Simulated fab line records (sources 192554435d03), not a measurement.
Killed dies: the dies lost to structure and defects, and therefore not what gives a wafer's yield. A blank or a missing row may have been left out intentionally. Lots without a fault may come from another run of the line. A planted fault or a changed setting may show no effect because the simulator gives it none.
Split-lot trial / flow n5Finfet / 21 wafers read across 7 lots, on a route 1938 steps long

ON THE SPLIT
At N5_BEOL_M11_ETCH_41 (etches SiCN in CH3F/O2, target depth 42.6 nm, time 86 s), the setting timeS was moved away from the recipe's 86 s on 7 of the 21 wafers read, by -16.3% to +17.0%. This setting was run at the recipe's value on the other wafers.

The split's own step is where the reading is taken.

THE READING
etch.depthNm (the simulator's own value, which no gauge read), in nm, at N5_BEOL_M11_ETCH_41 (etches SiCN in CH3F/O2, target depth 42.6 nm, time 86 s). The file gives no usual value for it. Average 32.79 nm, standard deviation 0.45 nm, over the 14 wafers here run with the recipe.

wafer=L076.1; tool, chamber at the split=rieDiel-03, 1; timeS as run, s=77.62; against the recipe=-9.7%; etch.depthNm, nm=29.17; against lot-mates on the recipe=no lot-mate on the recipe
wafer=L076.2; tool, chamber at the split=rieDiel-03, 0; timeS as run, s=77.62; against the recipe=-9.7%; etch.depthNm, nm=29.42; against lot-mates on the recipe=no lot-mate on the recipe
wafer=L076.5; tool, chamber at the split=rieDiel-03, 2; timeS as run, s=77.62; against the recipe=-9.7%; etch.depthNm, nm=28.88; against lot-mates on the recipe=no lot-mate on the recipe
wafer=L075.1; tool, chamber at the split=rieDiel-01, 1; timeS as run, s=100.6; against the recipe=+17.0%; etch.depthNm, nm=38.5; against lot-mates on the recipe=+5.65
wafer=L075.2; tool, chamber at the split=rieDiel-01, 2; timeS as run, s=86; against the recipe=recipe; etch.depthNm, nm=32.85; against lot-mates on the recipe=-
wafer=L075.4; tool, chamber at the split=rieDiel-01, 3; timeS as run, s=100.6; against the recipe=+17.0%; etch.depthNm, nm=38.77; against lot-mates on the recipe=+5.92
wafer=L079.3; tool, chamber at the split=rieDiel-01, 2; timeS as run, s=86; against the recipe=recipe; etch.depthNm, nm=32.95; against lot-mates on the recipe=-
wafer=L079.4; tool, chamber at the split=rieDiel-01, 0; timeS as run, s=86; against the recipe=recipe; etch.depthNm, nm=32.82; against lot-mates on the recipe=-
wafer=L079.5; tool, chamber at the split=rieDiel-01, 3; timeS as run, s=86; against the recipe=recipe; etch.depthNm, nm=33.09; against lot-mates on the recipe=-
wafer=L080.2; tool, chamber at the split=rieDiel-01, 0; timeS as run, s=86; against the recipe=recipe; etch.depthNm, nm=32.81; against lot-mates on the recipe=-
wafer=L080.3; tool, chamber at the split=rieDiel-01, 2; timeS as run, s=71.94; against the recipe=-16.3%; etch.depthNm, nm=27.44; against lot-mates on the recipe=-5.35
wafer=L080.5; tool, chamber at the split=rieDiel-01, 1; timeS as run, s=86; against the recipe=recipe; etch.depthNm, nm=32.77; against lot-mates on the recipe=-
wafer=L089.2; tool, chamber at the split=rieDiel-06, 3; timeS as run, s=86; against the recipe=recipe; etch.depthNm, nm=32.46; against lot-mates on the recipe=-
wafer=L089.3; tool, chamber at the split=rieDiel-06, 0; timeS as run, s=86; against the recipe=recipe; etch.depthNm, nm=31.86; against lot-mates on the recipe=-
wafer=L089.6; tool, chamber at the split=rieDiel-06, 0; timeS as run, s=74.09; against the recipe=-13.8%; etch.depthNm, nm=27.75; against lot-mates on the recipe=-4.41
wafer=L092.1; tool, chamber at the split=rieDiel-06, 2; timeS as run, s=86; against the recipe=recipe; etch.depthNm, nm=33.2; against lot-mates on the recipe=-
wafer=L092.3; tool, chamber at the split=rieDiel-06, 0; timeS as run, s=86; against the recipe=recipe; etch.depthNm, nm=32.12; against lot-mates on the recipe=-
wafer=L092.4; tool, chamber at the split=rieDiel-06, 0; timeS as run, s=86; against the recipe=recipe; etch.depthNm, nm=32.3; against lot-mates on the recipe=-
wafer=L097.2; tool, chamber at the split=rieDiel-03, 3; timeS as run, s=86; against the recipe=recipe; etch.depthNm, nm=33.45; against lot-mates on the recipe=-
wafer=L097.5; tool, chamber at the split=rieDiel-03, 3; timeS as run, s=86; against the recipe=recipe; etch.depthNm, nm=33.43; against lot-mates on the recipe=-
wafer=L097.6; tool, chamber at the split=rieDiel-03, 0; timeS as run, s=86; against the recipe=recipe; etch.depthNm, nm=32.91; against lot-mates on the recipe=-

FIT RESULTS
A straight line over all 21 wafers: etch.depthNm changes by +0.349 nm for each +1% of timeS; r = +0.99; the points scatter about the line by 0.42 nm.
The same after taking each lot's own level away (the mean of its wafers on the recipe; 18 wafers): +0.333 nm for each +1%; r = +0.99; scatter 0.27 nm.
On that fit, the largest move of timeS shifts the reading by 5.7 nm.
From 32.160 to 33.263 nm: that is the span of the lots' own levels, equal to 2.5 times the standard deviation above.
So the lot-to-lot level changes the slope little: the two slopes agree.
Check: for one of the wafers moved furthest among these (+17.0%), held out of the fit, the line's prediction against its lot-mates is +5.7 nm. It came out at +5.65 nm against them.

FILE'S OWN FIT
etch.depthNm changes by +0.33 nm for each +1% of timeS, r = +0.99.
